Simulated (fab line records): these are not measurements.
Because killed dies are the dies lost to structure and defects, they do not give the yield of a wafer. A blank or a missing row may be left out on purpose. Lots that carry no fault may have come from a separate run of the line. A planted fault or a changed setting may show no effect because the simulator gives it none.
Struck lot and sound lot, side by side | flow nand_harc | 15 steps out of a route of 1302
Sound: these wafers, L922.1, L922.2, L922.6. Struck: wafer L913.5. (L913.4 of the same lot was not struck and is left out.) The cause comes at the end.
At each step with rows: each side's tool, then ch and its chambers, then its first start. Under that, the readings that differ: sound wafers | struck wafers | difference of the means | sigmas: that difference in standard deviations of wafers without a fault.
alike: readings whose means differ by less than 2 such deviations, and words and numbers that are the same on both sides. not compared: withheld readings, readings that some wafer has no value for, bounds like >300 that may hide the same value, and numbers for which the record gives no deviation and whose values overlap.
A row with sigmas, a row that says differs or no value, or rows on one side alone: a step with any of these is where the two part. When numbers do not overlap yet have no deviation, they are printed without sigmas and do not part them. A reading missing from all wafers of one side parts the sides only when that side holds two or more wafers.

first, 3 steps without rows for these wafers: NHARC_A_CHANNEL_HOLE_D1_STRIP_41 (strips in N2/H2); NHARC_A_CHANNEL_HOLE_D1_STRIP_42 (strips in CF4/CHF3); NHARC_A_CHANNEL_HOLE_D1_STRIP_43 (strips in O2/COS).
NHARC_A_CHANNEL_HOLE_D1_ETCH_44: etches the open film in CF4/O2, target depth 140 nm, overetch 14 nm, time 77 s.
  sound on rie_diel-12 ch 0,3, day 14 23:36; struck on rie_diel-12 ch 1, day 13 16:58
  alike: drypump_motor_current_A, oes_product_au, rf_vpp_V, showerhead_plenum_p_Torr, throttle_valve_pct
  not compared: rf_hours_counter_h
NHARC_A_CHANNEL_HOLE_D1_STRIP_27: strips in O2.
  sound: rie_diel-12 ch 0,2; struck: rie_diel-12 ch 3
  alike: drypump_motor_current_A, oes_product_au, rf_vpp_V, showerhead_plenum_p_Torr, throttle_valve_pct
  not compared: rf_hours_counter_h
then, 2 steps without rows for these wafers: NHARC_A_CHANNEL_HOLE_D1_PRECLEAN_28 (cleans in SC1); NHARC_A_CHANNEL_HOLE_D1_SRD_29.
NHARC_A_CHANNEL_HOLE_D1_CD_MEAS_30:
  sound on cd_sem-01 at day 15 00:24; struck on cd_sem-03 at day 13 17:46
  alike: cd_nm
NHARC_A_CHANNEL_HOLE_D1_XSEM_31:
  sound on xsem-02 ch 0, day 15 00:29; struck on xsem-01 ch 0, day 13 17:52
  alike: bot_cd_nm, bow_nm, tilt_deg
NHARC_A_CHANNEL_HOLE_D1_INSPECT_40:
  sound on defect_inspect-02 at day 15 00:35; struck on defect_inspect-01 at day 13 17:57
  alike: raw_defect_count
then, 2 steps without rows for these wafers: NHARC_A_CHANNEL_FILL_D1_PRECLEAN_00 (cleans in SC1); NHARC_A_CHANNEL_FILL_D1_SRD_01.
NHARC_A_CHANNEL_FILL_D1_ALD_02: deposits SiO2, target thk 6 nm, pulse time 10 s, ald cycles 60.
  sound on ald_hk-04 ch 0,1,3, day 15 00:47; struck on ald_hk-03 ch 3, day 13 18:17
  reading            | sound       | struck | difference | sigmas
  ald_cycles         | 60 60 60    | 47     | -13        |
  heater_power_w (W) | 486 386 471 | 628    | +180       | +3
  alike: precursor_pulse_height_rel
NHARC_A_CHANNEL_FILL_D1_ALD_03: deposits SiNx, target thk 6 nm, pulse time 60 s, ald cycles 58.
  sound: ald_sin_batch-03 ch 0; struck: ald_sin_batch-02 ch 0
  alike: precursor_pulse_height_rel
  not compared: ald_cycles
NHARC_END_SORT_01:
  the record has rows for the sound wafers here (prober-01 ch 0, day 31 08:15) and none for the struck ones

WHERE THEY PART
Last at NHARC_END_SORT_01 as far as this record goes, first at NHARC_A_CHANNEL_FILL_D1_ALD_02.

WHY: whatever the simulator had introduced
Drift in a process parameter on ald_hk-03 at NHARC_A_CHANNEL_FILL_D1_ALD_02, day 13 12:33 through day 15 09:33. The setting ald_cycles was moved by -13, starting from 60. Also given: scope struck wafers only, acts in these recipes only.
